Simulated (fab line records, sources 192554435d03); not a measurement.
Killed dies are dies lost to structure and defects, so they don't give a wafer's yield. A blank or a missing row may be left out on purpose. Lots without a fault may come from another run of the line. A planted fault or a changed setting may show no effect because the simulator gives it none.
Problem report in the 8D (eight disciplines) form, filled by code | flow n5_finfet | the parts of the form that need people (team, actions taken, sign-off) are left out

1. THE PROBLEM
IOFF_P_LIN at N5_BEOL_M4_RC_MEAS_101 reads a mean of 0.761 nA/um on 4 wafers of 3 lots; wafers without a fault read 0.096 nA/um with a standard deviation of 0.017. That is +39 standard deviations from the usual mean.
First seen on wafer L802.6, day 10 06:08, on prober-02. The record holds 27 wafers of 10 lots with a number at this step. Rule for "out", or "out of limits": more than 4 standard deviations from the usual mean. The other wafers with a number count as sound.

2. WHAT IT IS AND WHAT IT IS NOT
question                    | is                                                                                                                           | is not
which readings at this step | IOFF_P_LIN, IOFF_N_LONG, IOFF_P, IOFF_P_85C, IOFF_P_LONG, ION_N, ION_P, VT_N, VT_N_LONG, VT_N_LVT, VT_P, VT_P_LONG, VT_P_LVT | DIBL_N, DIBL_P, SS_N, SS_P
which lots                  | L802, L804, L806                                                                                                             | L796, L798, L800, L803, L814, L815, L816
which wafers of those lots  | L802.6, L804.6, L806.3, L806.6                                                                                               | L802.1, L802.4, L804.4, L804.5
read on which gauges        | prober-02                                                                                                                    | prober-01
when                        | from day 10 06:08                                                                                                            | up to then (13 sound wafers); but 10 sound wafers of L804, L814, L815, L816 came after

3. SUSPECTS, AND WHAT RULES EACH OUT
Counting: a tool at a process step up to the reading stays a suspect if it ran every lot that is out. Sound lots after the first of them don't rule it out here, since some wafers of a struck lot are sound.
- the gauge at N5_BEOL_M4_RC_MEAS_101: kept. All the wafers that are out were read on prober-02, and no step on other tools shows them out.
- thermal_cvd_si-02 at N5_HKMG_FIN_CVD_62 (deposits a-Si from Si2H6, target thk 3 nm, time 20.8 s): kept. It ran every lot that is out, first L802 (day 6 06:01); its last sound lot up to then is L800 (day 5 14:01).
- ald_metal-02 at N5_HKMG_FIN_PWFM_ALD_03 (deposits TiN, target thk 2 nm, pulse time 1 s, purge time 3 s): kept. It ran every lot that is out, first L802 (day 6 06:44); its last sound lot up to then is L800 (day 5 14:44).
Left after counting: thermal_cvd_si-02 at N5_HKMG_FIN_CVD_62, ald_metal-02 at N5_HKMG_FIN_PWFM_ALD_03, prober-02 at N5_BEOL_M4_RC_MEAS_101.

4. THE CAUSE (what the simulator had put in)
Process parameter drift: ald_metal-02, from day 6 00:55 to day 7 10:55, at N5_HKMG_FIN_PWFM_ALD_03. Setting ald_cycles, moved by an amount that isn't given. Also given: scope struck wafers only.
Counting left 3 suspects, and this tool is among them.

5. THE CHAIN OF EFFECTS, in route order
Each row: a reading whose mean over the struck wafers that have a number lies more than 3 standard deviations from the usual. Only readings for which the record gives a usual standard deviation are gone through. hours: the time from each lot's start at the first step in this table that gives one to its start at this step, as a median over the lots. sigmas: the change in usual standard deviations.
hours | step                    | reading            | usual          | on struck wafers | change    | sigmas
0     | N5_BEOL_M4_RC_MEAS_101  | IOFF_N_85C         | 2.9 nA/um      | 0.6              | -2.3      | -3.2
0     | N5_BEOL_M4_RC_MEAS_101  | IOFF_N_LIN         | 0.068 nA/um    | 0.010            | -0.058    | -3.4
0     | N5_BEOL_M4_RC_MEAS_101  | IOFF_N_LONG        | 5.45e-05 nA/um | 2.40e-05         | -3.05e-05 | -12
0     | N5_BEOL_M4_RC_MEAS_101  | IOFF_P             | 0.20 nA/um     | 1.55             | +1.35     | +28
0     | N5_BEOL_M4_RC_MEAS_101  | IOFF_P_85C         | 3.5 nA/um      | 19.8             | +16.2     | +24
0     | N5_BEOL_M4_RC_MEAS_101  | IOFF_P_LIN         | 0.096 nA/um    | 0.761            | +0.665    | +39
0     | N5_BEOL_M4_RC_MEAS_101  | IOFF_P_LONG        | 0.000104 nA/um | 0.000365         | +0.000261 | +36
0     | N5_BEOL_M4_RC_MEAS_101  | ION_N              | 667 uA/um      | 553              | -114      | -6.0
0     | N5_BEOL_M4_RC_MEAS_101  | ION_P              | 460 uA/um      | 546              | +86       | +7.8
0     | N5_BEOL_M4_RC_MEAS_101  | VT_N               | 252 mV         | 303              | +51       | +11
0     | N5_BEOL_M4_RC_MEAS_101  | VT_N_LONG          | 275.2 mV       | 325.5            | +50.3     | +24
0     | N5_BEOL_M4_RC_MEAS_101  | VT_N_LVT           | 101 mV         | 153              | +52       | +11
0     | N5_BEOL_M4_RC_MEAS_101  | VT_P               | -251 mV        | -193             | +58       | +17
0     | N5_BEOL_M4_RC_MEAS_101  | VT_P_LONG          | -275.6 mV      | -228.7           | +46.9     | +20
0     | N5_BEOL_M4_RC_MEAS_101  | VT_P_LVT           | -100 mV        | -42              | +58       | +17
102   | N5_PASSIVATION_PROBE_49 | sort_bin_4_leakage | 0.0 %          | 92.1             | +92.1     | +99 or more
102   | N5_PASSIVATION_PROBE_49 | sort_n_pass        | 1073           | 0                | -1073     | -26
102   | N5_PASSIVATION_PROBE_49 | sort_yield_pct     | 91 %           | 0                | -91       | -26
The process steps in it:
- N5_PASSIVATION_PROBE_49

6. WHAT WOULD HAVE CAUGHT IT SOONER
In this record the first reading out of limits at a measuring or inspecting step was taken at day 10 06:08, 101 hours after the fault began at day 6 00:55.
Of the tool readings at N5_HKMG_FIN_PWFM_ALD_03 for which the record gives a usual standard deviation, none was out on any struck wafer, so an alarm limit of 4 standard deviations on them would not have fired.
All the lots that are out (3) had begun N5_HKMG_FIN_PWFM_ALD_03 on ald_metal-02 by day 10 06:08. A hold on the tool at that time would have spared none of them.
